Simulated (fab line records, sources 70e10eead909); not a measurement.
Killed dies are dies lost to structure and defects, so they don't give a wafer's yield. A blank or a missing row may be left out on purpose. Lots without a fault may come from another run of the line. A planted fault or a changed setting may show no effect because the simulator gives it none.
A struck lot beside a sound one | flow nand_harc | 34 steps out of a route of 1302
Sound: wafers L921.4, L921.5, L921.6. Struck: wafer L931.3. (L931.1, L931.5 of the same lot were not struck and are left out.) The cause comes at the end.
At each step with rows: each side's tool, then ch and its chambers, then its first start. Under that, the readings that differ: sound wafers | struck wafers | difference of the means | sigmas: that difference in standard deviations of wafers without a fault.
alike: readings whose means differ by less than 2 such deviations, and words and numbers that are the same on both sides. not compared: withheld readings, readings that some wafer has no value for, bounds like >300 that may hide the same value, and numbers for which the record gives no deviation and whose values overlap.
The two part at a step that has a row with sigmas, a row that says differs or no value, or rows on one side only. Numbers that don't overlap but have no deviation are shown without sigmas and don't part them. A reading that every wafer of one side lacks parts them only if that side has two wafers or more.

NHARC_P_START_INSPECT_01:
  sound on defect_inspect-01, day 2 16:02; struck on defect_inspect-02, day 6 20:02
  alike: raw_defect_count
NHARC_P_ZERO_WELL_PRECLEAN_00: cleans in SPM, time 600 s.
  sound on wet_bench-06 ch 0,3,7, day 2 16:08; struck on wet_bench-03 ch 3, day 6 20:07
  alike: bath_heat_duty_pct
then, 11 steps without rows for these wafers: NHARC_P_ZERO_WELL_SRD_01; NHARC_P_ZERO_WELL_PECVD_02 (deposits SiO2, target thk 10 nm); NHARC_P_ZERO_WELL_DEHYDRATE_03 (time 120 s); NHARC_P_ZERO_WELL_HMDS_04 (time 30 s); NHARC_P_ZERO_WELL_COAT_64 (time 65 s); NHARC_P_ZERO_WELL_COAT_05 (resist thk 600 nm); NHARC_P_ZERO_WELL_SOFTBAKE_06 (time 70 s); NHARC_P_ZERO_WELL_EBR_07; NHARC_P_ZERO_WELL_EXPOSE_08 (exposes mask P ZERO, target cd 500 nm); NHARC_P_ZERO_WELL_PEB_09 (peb time 80 s); NHARC_P_ZERO_WELL_DEVELOP_10 (time 50 s).
NHARC_P_ZERO_WELL_CD_MEAS_11: target cd 500 nm.
  sound on cd_sem-02 ch 0, day 2 17:16; struck on cd_sem-03 ch 0, day 6 21:14
  alike: cd_nm
then, 1 step without rows for these wafers: NHARC_P_ZERO_WELL_HARDBAKE_12 (time 65 s).
NHARC_P_ZERO_WELL_DESCUM_13: chemistry O2, time 3 s.
  sound on rie_diel-04 ch 0,1, day 2 17:25; struck on rie_diel-07 ch 2, day 6 21:47
  alike: drypump_motor_current_A, oes_product_au, rf_vpp_V, showerhead_plenum_p_Torr, throttle_valve_pct
  not compared: rf_hours_counter_h
NHARC_P_ZERO_WELL_ETCH_65: etches the open film in N2/H2, target depth 80 nm, overetch 24 nm, time 87.88 s.
  sound on rie_diel-04 ch 0,3, day 2 17:43; struck on rie_diel-07 ch 3, day 6 21:53
  alike: drypump_motor_current_A, oes_product_au, rf_vpp_V, showerhead_plenum_p_Torr, throttle_valve_pct
  not compared: rf_hours_counter_h
NHARC_P_ZERO_WELL_ETCH_62: etches the open film in CHF3/Ar, target depth 13 nm, time 6.5 s.
  sound on rie_diel-04 ch 1,2,3; struck on rie_diel-07 ch 3
  alike: drypump_motor_current_A, oes_product_au, rf_vpp_V, showerhead_plenum_p_Torr, throttle_valve_pct
  not compared: rf_hours_counter_h
NHARC_P_ZERO_WELL_ETCH_63: etches the open film in HBr/Cl2, target depth 120 nm, time 40.1 s.
  sound on rie_si-01 ch 1,2,3, day 2 17:56; struck on rie_si-01 ch 1, day 6 22:05
  reading               | sound             | struck | difference | sigmas
  oes_product_au (a.u.) | 0.982 0.997 1.012 | 1.012  | +0.015     | +2
  alike: drypump_motor_current_A, throttle_valve_pct
  not compared: rf_hours_counter_h
then, 9 steps without rows for these wafers: NHARC_P_ZERO_WELL_STRIP_15 (strips in SPM, time 900 s); NHARC_P_ZERO_WELL_DEHYDRATE_16 (time 120 s); NHARC_P_ZERO_WELL_HMDS_17 (time 30 s); NHARC_P_ZERO_WELL_COAT_18; NHARC_P_ZERO_WELL_SOFTBAKE_19 (time 95 s); NHARC_P_ZERO_WELL_EBR_20; NHARC_P_ZERO_WELL_EXPOSE_21 (exposes mask P NWELL, target cd 720 nm); NHARC_P_ZERO_WELL_PEB_22 (peb time 85 s); NHARC_P_ZERO_WELL_DEVELOP_23 (time 70 s).
NHARC_P_ZERO_WELL_CD_MEAS_24: target cd 720 nm.
  sound on cd_sem-03 ch 0, day 2 18:51; struck on cd_sem-03 ch 0, day 6 23:02
  alike: cd_nm
then, 1 step without rows for these wafers: NHARC_P_ZERO_WELL_HARDBAKE_25 (time 80 s).
NHARC_P_ZERO_WELL_DESCUM_26: chemistry O2, time 3 s.
  sound on rie_diel-06 ch 0,1, day 2 19:00; struck on rie_diel-06 ch 2, day 6 23:13
  reading                         | sound          | struck | difference | sigmas
  showerhead_plenum_p_Torr (Torr) | 1.85 1.79 1.85 | 1.99   | +0.16      | +2
  alike: drypump_motor_current_A, oes_product_au, rf_vpp_V, throttle_valve_pct
  not compared: rf_hours_counter_h
NHARC_P_ZERO_WELL_INSPECT_43:
  sound on defect_inspect-01, day 2 23:57; struck on defect_inspect-02, day 7 04:15
  reading          | sound    | struck | difference | sigmas
  raw_defect_count | 20 11 24 | 720    | +702       | +99 or more
NHARC_P_STI_INSPECT_11:
  sound on defect_inspect-02, day 3 15:58; struck on defect_inspect-02, day 7 22:24
  reading          | sound | struck | difference | sigmas
  raw_defect_count | 5 7 9 | 722    | +715       | +99 or more
-- the record jumps here: 21 days lie between the struck wafers' starts before and after (it left off in module P_STI and takes up again in module END, whose first step shown is number 1302 of the route) --
NHARC_END_SORT_01:
  the record has rows for the struck wafers here (prober-01 ch 0, day 28 14:05) and none for the sound ones

WHERE THEY PART
First at NHARC_P_ZERO_WELL_ETCH_63; last, within this record, at NHARC_END_SORT_01.

WHY: what the simulator had put in
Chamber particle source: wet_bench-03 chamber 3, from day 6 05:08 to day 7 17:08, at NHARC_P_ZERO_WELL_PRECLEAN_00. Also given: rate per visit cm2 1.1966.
